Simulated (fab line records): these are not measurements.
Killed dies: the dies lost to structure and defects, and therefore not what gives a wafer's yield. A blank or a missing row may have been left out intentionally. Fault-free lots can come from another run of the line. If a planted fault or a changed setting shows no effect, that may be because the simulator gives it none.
Chamber matching :: flow n5-finfet :: N5_GATE_CUT_ALD_22 on ald-sin-01: 4 sister chambers
The step deposits SiNx, target thk 16 nm, pulse time 1 s, ald cycles 320. 22 wafers are shown with their chamber, then 11 later ones without.

## WAFERS WITH THEIR CHAMBER
wafer: L074.1
chamber: 2
heater-power-w (W): 856
precursor-pulse-height-rel: 1.022

wafer: L074.2
chamber: 3
heater-power-w (W): 886
precursor-pulse-height-rel: 0.997

wafer: L074.3
chamber: 0
heater-power-w (W): 867
precursor-pulse-height-rel: 0.980

wafer: L074.4
chamber: 1
heater-power-w (W): 830
precursor-pulse-height-rel: 1.023

wafer: L074.5
chamber: 2
heater-power-w (W): 860
precursor-pulse-height-rel: 0.993

wafer: L074.6
chamber: 3
heater-power-w (W): 876
precursor-pulse-height-rel: 0.993

wafer: L075.1
chamber: 2
heater-power-w (W): 856
precursor-pulse-height-rel: 0.987

wafer: L075.2
chamber: 3
heater-power-w (W): 865
precursor-pulse-height-rel: 1.033

wafer: L075.5
chamber: 3
heater-power-w (W): 855
precursor-pulse-height-rel: 0.989

wafer: L078.1
chamber: 1
heater-power-w (W): 818
precursor-pulse-height-rel: 1.003

wafer: L078.3
chamber: 2
heater-power-w (W): 856
precursor-pulse-height-rel: 0.999

wafer: L078.6
chamber: 0
heater-power-w (W): 841
precursor-pulse-height-rel: 1.006

wafer: L079.2
chamber: 3
heater-power-w (W): 881
precursor-pulse-height-rel: 1.008

wafer: L079.3
chamber: 2
heater-power-w (W): 838
precursor-pulse-height-rel: 1.002

wafer: L079.6
chamber: 1
heater-power-w (W): 822
precursor-pulse-height-rel: 0.992

wafer: L080.1
chamber: 2
heater-power-w (W): 836
precursor-pulse-height-rel: 1.016

wafer: L080.2
chamber: 0
heater-power-w (W): 842
precursor-pulse-height-rel: 0.993

wafer: L080.6
chamber: 2
heater-power-w (W): 847
precursor-pulse-height-rel: 1.047

wafer: L082.1
chamber: 0
heater-power-w (W): 854
precursor-pulse-height-rel: 1.017

wafer: L082.2
chamber: 3
heater-power-w (W): 910
precursor-pulse-height-rel: 0.980

wafer: L082.5
chamber: 1
heater-power-w (W): 832
precursor-pulse-height-rel: 0.995

wafer: L086.1
chamber: 2
heater-power-w (W): 828
precursor-pulse-height-rel: 0.995

SIGNATURES (means of the wafers above)
reading: heater-power-w
chamber 0: 851.00
chamber 1: 825.50
chamber 2: 847.12
chamber 3: 878.83
scatter within a chamber: 13.6

reading: precursor-pulse-height-rel
chamber 0: 0.99900
chamber 1: 1.00325
chamber 2: 1.00762
chamber 3: 1.00000
scatter within a chamber: 0.018
Rule: a wafer's distance from a chamber is the root of the sum, over the readings, of the square of ((its reading less the chamber's mean) divided by the reading's scatter). The wafer belongs to the nearest chamber; if the next one is less than 2 further off, it can't be placed. The scatter: the root of (the sum of the squares of (reading less its chamber's mean) over the shown wafers, divided by (wafers less chambers)).

## WAFERS WHOSE CHAMBER IS MISSING
wafer: L086.2
heater-power-w (W): 874
precursor-pulse-height-rel: 1.023

wafer: L086.6
heater-power-w (W): 888
precursor-pulse-height-rel: 1.006

wafer: L090.1
heater-power-w (W): 890
precursor-pulse-height-rel: 0.976

wafer: L090.2
heater-power-w (W): 844
precursor-pulse-height-rel: 0.987

wafer: L090.5
heater-power-w (W): 823
precursor-pulse-height-rel: 1.002

wafer: L091.2
heater-power-w (W): 864
precursor-pulse-height-rel: 0.952

wafer: L091.3
heater-power-w (W): 816
precursor-pulse-height-rel: 1.002

wafer: L091.4
heater-power-w (W): 878
precursor-pulse-height-rel: 0.951

wafer: L092.1
heater-power-w (W): 845
precursor-pulse-height-rel: 0.976

wafer: L092.2
heater-power-w (W): 880
precursor-pulse-height-rel: 1.024

wafer: L092.6
heater-power-w (W): 853
precursor-pulse-height-rel: 0.985

## EACH ONE'S CHAMBER
wafer: L086.2
from the rows above: can't be placed: 3 or 2 or 0
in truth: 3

wafer: L086.6
from the rows above: can't be placed: 3 or 0
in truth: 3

wafer: L090.1
from the rows above: can't be placed: 3 or 0
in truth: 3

wafer: L090.2
from the rows above: can't be placed: 0 or 2 or 1 or 3
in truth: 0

wafer: L090.5
from the rows above: can't be placed: 1 or 2 or 0
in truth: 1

wafer: L091.2
from the rows above: can't be placed: 0 or 3 or 2 or 1
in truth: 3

wafer: L091.3
from the rows above: can't be placed: 1 or 2 or 0
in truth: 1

wafer: L091.4
from the rows above: can't be placed: 3 or 0 or 2
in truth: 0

wafer: L092.1
from the rows above: can't be placed: 0 or 2 or 1 or 3
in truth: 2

wafer: L092.2
from the rows above: can't be placed: 3 or 0 or 2
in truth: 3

wafer: L092.6
from the rows above: can't be placed: 0 or 2 or 3 or 1
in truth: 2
Correct placement for 0 of the 11. From these rows, 11 cannot be placed; in 11 the true chamber is one of the candidates. Wrongly placed: 0.
